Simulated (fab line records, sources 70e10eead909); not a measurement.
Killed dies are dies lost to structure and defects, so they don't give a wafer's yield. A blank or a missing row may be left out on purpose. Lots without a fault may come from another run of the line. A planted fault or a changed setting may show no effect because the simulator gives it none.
Which tool did it? | flow nand_harc | 6 lots, 17 wafers sampled, at 5 steps of a route of 1159

WHAT THE GAUGES READ, wafer by wafer
NHARC_END_SORT_01.
lot  | measured     | on        | killed_at_periphery
L465 | day 25 08:05 | prober-02 | 1 2 2
L471 | day 25 15:51 | prober-02 | 1 1 1
L477 | day 26 21:04 | prober-01 | 0

WHICH TOOL RAN EACH LOT (tool, then ch and the chambers of the sampled wafers, then the start)
lot  | NHARC_A_CHANNEL_HOLE_D1_ETCH_23  | NHARC_A_CHANNEL_HOLE_D1_ETCH_25  | NHARC_A_CHANNEL_FILL_D1_ALD_03                 | NHARC_A_CHANNEL_FILL_D1_ALD_14
L467 | har_etch-02 ch 0,1, day 11 04:15 | har_etch-02 ch 0,1, day 11 05:42 | ald_sin_batch-01 ch 0, day 11 15:25 or earlier | ald_hk-01 ch 0,1,3, day 11 15:25
L465 | har_etch-02 ch 0,1, day 11 08:24 | har_etch-02 ch 0,1, day 11 09:52 | ald_sin_batch-03 ch 0, day 11 21:32 or earlier | ald_hk-04 ch 1,3, day 11 21:32
L471 | har_etch-02 ch 0,1, day 11 18:23 | har_etch-02 ch 0,1, day 11 19:50 | ald_sin_batch-03 ch 0, day 12 05:29 or earlier | ald_hk-01 ch 0,2,3, day 12 05:29
L477 | har_etch-02 ch 1, day 12 06:59   | har_etch-02 ch 1, day 12 08:28   | ald_sin_batch-01 ch 0, day 12 19:46 or earlier | ald_hk-01 ch 0,2, day 12 19:46
L480 | har_etch-02 ch 0,1, day 12 15:32 | har_etch-02 ch 0,1, day 12 17:05 | ald_sin_batch-01 ch 0, day 13 03:22 or earlier | ald_hk-02 ch 0,2,3, day 13 03:22
L485 | har_etch-02 ch 0, day 13 21:29   | har_etch-02 ch 0, day 13 22:56   | ald_sin_batch-01 ch 0, day 14 11:26 or earlier | ald_hk-04 ch 0,2,3, day 14 11:26
- NHARC_A_CHANNEL_HOLE_D1_ETCH_23: etches the open film in C4F8/O2/Ar, time 819 s, target depth 1600 nm.
- NHARC_A_CHANNEL_HOLE_D1_ETCH_25: etches the open film in C4F8/O2/Ar, time 1040.2 s, target depth 1500 nm.
- NHARC_A_CHANNEL_FILL_D1_ALD_03: deposits SiNx, target thk 6 nm, pulse time 60 s, ald cycles 58.
- NHARC_A_CHANNEL_FILL_D1_ALD_14: deposits SiO2, target thk 2.5 nm, pulse time 10 s, ald cycles 25.

THE ANSWER, worked out from the rows above alone
Rule: what is usual is taken from the lots themselves. Put in order of their means at a reading, lots are off if they are a third of the lots or fewer, leave a main group of 4 or more, and stand apart from it by a gap of 3 or more times the standard deviation of the main group's means; of several such gaps the widest counts. A main group whose means are all the same, to the digits that the tables above print for the reading, isn't used. A lot without any number at a reading at which 4 lots or more have one is off too. The other lots that the step has rows for count as sound.
No lot is off at any reading shown: from this, nothing can be told.

WHAT THE SIMULATOR HAD PUT IN
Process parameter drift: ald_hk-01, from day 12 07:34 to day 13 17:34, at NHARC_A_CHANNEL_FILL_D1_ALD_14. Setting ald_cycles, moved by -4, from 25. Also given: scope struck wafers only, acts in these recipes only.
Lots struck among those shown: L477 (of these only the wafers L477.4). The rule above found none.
